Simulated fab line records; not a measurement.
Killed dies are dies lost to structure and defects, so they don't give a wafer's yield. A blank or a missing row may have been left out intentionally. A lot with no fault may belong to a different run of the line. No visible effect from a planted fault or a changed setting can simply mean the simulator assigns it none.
Split-lot experiment || flow n5-finfet || 21 wafers read across 7 lots, on a route 1938 steps long

ON THE SPLIT
At N5_BEOL_M5_ETCH_62 (etches SOC in N2/H2, target depth 75 nm, overetch 15 nm, time 112.5 s), the setting source-w was moved away from the recipe's 840 W on 7 of the 21 wafers read, by -18.0% to +11.9%. This setting was run at the recipe's value on the other wafers.

The reading comes from the split's own step.

THE READING
rf-vpp-V, in V, at N5_BEOL_M5_ETCH_62 (etches SOC in N2/H2, target depth 75 nm, overetch 15 nm, time 112.5 s). Fault-free wafers of this fab line usually give 524.7 V, standard deviation 2.6 V.

{"wafer": "L074.1", "tool, chamber at the split": "rie-diel-06, 3", "source-w as run, W": 840, "against the recipe": "recipe", "rf-vpp-V, V": 527.0, "against lot-mates on the recipe": "-"}
{"wafer": "L074.5", "tool, chamber at the split": "rie-diel-06, 2", "source-w as run, W": 840, "against the recipe": "recipe", "rf-vpp-V, V": 525.4, "against lot-mates on the recipe": "-"}
{"wafer": "L074.6", "tool, chamber at the split": "rie-diel-06, 1", "source-w as run, W": 840, "against the recipe": "recipe", "rf-vpp-V, V": 525.9, "against lot-mates on the recipe": "-"}
{"wafer": "L077.1", "tool, chamber at the split": "rie-diel-03, 0", "source-w as run, W": 840, "against the recipe": "recipe", "rf-vpp-V, V": 522.0, "against lot-mates on the recipe": "-"}
{"wafer": "L077.2", "tool, chamber at the split": "rie-diel-03, 1", "source-w as run, W": 728.9, "against the recipe": "-13.2%", "rf-vpp-V, V": 551.9, "against lot-mates on the recipe": "+31.2"}
{"wafer": "L077.3", "tool, chamber at the split": "rie-diel-03, 2", "source-w as run, W": 840, "against the recipe": "recipe", "rf-vpp-V, V": 519.4, "against lot-mates on the recipe": "-"}
{"wafer": "L082.1", "tool, chamber at the split": "rie-diel-02, 3", "source-w as run, W": 840, "against the recipe": "recipe", "rf-vpp-V, V": 527.6, "against lot-mates on the recipe": "-"}
{"wafer": "L082.4", "tool, chamber at the split": "rie-diel-02, 1", "source-w as run, W": 840, "against the recipe": "recipe", "rf-vpp-V, V": 526.2, "against lot-mates on the recipe": "-"}
{"wafer": "L082.5", "tool, chamber at the split": "rie-diel-02, 2", "source-w as run, W": 840, "against the recipe": "recipe", "rf-vpp-V, V": 520.0, "against lot-mates on the recipe": "-"}
{"wafer": "L083.3", "tool, chamber at the split": "rie-diel-06, 3", "source-w as run, W": 727, "against the recipe": "-13.5%", "rf-vpp-V, V": 553.9, "against lot-mates on the recipe": "+30.9"}
{"wafer": "L083.4", "tool, chamber at the split": "rie-diel-06, 0", "source-w as run, W": 840, "against the recipe": "recipe", "rf-vpp-V, V": 523.0, "against lot-mates on the recipe": "-"}
{"wafer": "L083.6", "tool, chamber at the split": "rie-diel-06, 2", "source-w as run, W": 727, "against the recipe": "-13.5%", "rf-vpp-V, V": 552.0, "against lot-mates on the recipe": "+29.0"}
{"wafer": "L091.1", "tool, chamber at the split": "rie-diel-02, 3", "source-w as run, W": 840, "against the recipe": "recipe", "rf-vpp-V, V": 529.2, "against lot-mates on the recipe": "-"}
{"wafer": "L091.2", "tool, chamber at the split": "rie-diel-02, 1", "source-w as run, W": 840, "against the recipe": "recipe", "rf-vpp-V, V": 525.9, "against lot-mates on the recipe": "-"}
{"wafer": "L091.4", "tool, chamber at the split": "rie-diel-02, 0", "source-w as run, W": 840, "against the recipe": "recipe", "rf-vpp-V, V": 527.0, "against lot-mates on the recipe": "-"}
{"wafer": "L092.2", "tool, chamber at the split": "rie-diel-06, 0", "source-w as run, W": 840, "against the recipe": "recipe", "rf-vpp-V, V": 521.3, "against lot-mates on the recipe": "-"}
{"wafer": "L092.5", "tool, chamber at the split": "rie-diel-06, 3", "source-w as run, W": 689.2, "against the recipe": "-18.0%", "rf-vpp-V, V": 563.1, "against lot-mates on the recipe": "+41.8"}
{"wafer": "L092.6", "tool, chamber at the split": "rie-diel-06, 0", "source-w as run, W": 689.2, "against the recipe": "-18.0%", "rf-vpp-V, V": 558.0, "against lot-mates on the recipe": "+36.7"}
{"wafer": "L094.1", "tool, chamber at the split": "rie-diel-02, 3", "source-w as run, W": 840, "against the recipe": "recipe", "rf-vpp-V, V": 526.5, "against lot-mates on the recipe": "-"}
{"wafer": "L094.3", "tool, chamber at the split": "rie-diel-02, 1", "source-w as run, W": 940, "against the recipe": "+11.9%", "rf-vpp-V, V": 506.4, "against lot-mates on the recipe": -20.1}
{"wafer": "L094.5", "tool, chamber at the split": "rie-diel-02, 3", "source-w as run, W": 940, "against the recipe": "+11.9%", "rf-vpp-V, V": 509.6, "against lot-mates on the recipe": -16.9}

THE FIT
A straight line over all 21 wafers: rf-vpp-V changes by -1.87 V for each +1% of source-w; r = -0.98; the points scatter about the line by 3.3 V.
The same after taking each lot's own level away (the mean of its wafers on the recipe; 21 wafers): -2.05 V for each +1%; r = -0.99; scatter 2.7 V.
According to that fit, moving source-w by its largest amount changes the reading by 37 V.
The span of the lots' own levels, 520.70 to 527.37 V, comes to 2.6 times the standard deviation stated above.
So the lot-to-lot level changes the slope little: the two slopes agree.
Check: with one of the wafers moved furthest among these (-18.0%) left out of the fit, the line predicts +36.9 V for it against its lot-mates. It came out at +41.8 V against them.
Tool readings at the split's step, against how far the setting was moved: rf-vpp-V r = -0.98.

OTHER SPLITS APPLIED TO THESE WAFERS
These wafers also went through other splits before the reading. Each is held against what the fit with the lots' levels taken away leaves over:
{"other split on the same wafers": "N5_BEOL_M2_COAT_05 spin-rpm", "wafers away from the commonest value": 6, "r with rf-vpp-V (lot level and that fit taken away)": -0.13}
{"other split on the same wafers": "N5_BEOL_M2_DEP_57 time-s", "wafers away from the commonest value": 4, "r with rf-vpp-V (lot level and that fit taken away)": "+0.20"}
{"other split on the same wafers": "N5_BEOL_M3_ILD_DEP_00 time-s", "wafers away from the commonest value": 6, "r with rf-vpp-V (lot level and that fit taken away)": -0.06}
{"other split on the same wafers": "N5_BEOL_M3_TRENCH_ETCH_37 bias-w", "wafers away from the commonest value": 9, "r with rf-vpp-V (lot level and that fit taken away)": -0.08}
{"other split on the same wafers": "N5_BEOL_M4_DESCUM_16 time-s", "wafers away from the commonest value": 10, "r with rf-vpp-V (lot level and that fit taken away)": -0.34}
{"other split on the same wafers": "N5_BEOL_M4_ETCH_64 time-s", "wafers away from the commonest value": 6, "r with rf-vpp-V (lot level and that fit taken away)": -0.10}

FILE'S OWN FIT
rf-vpp-V changes by -2.12 V for each +1% of source-w, r = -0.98.
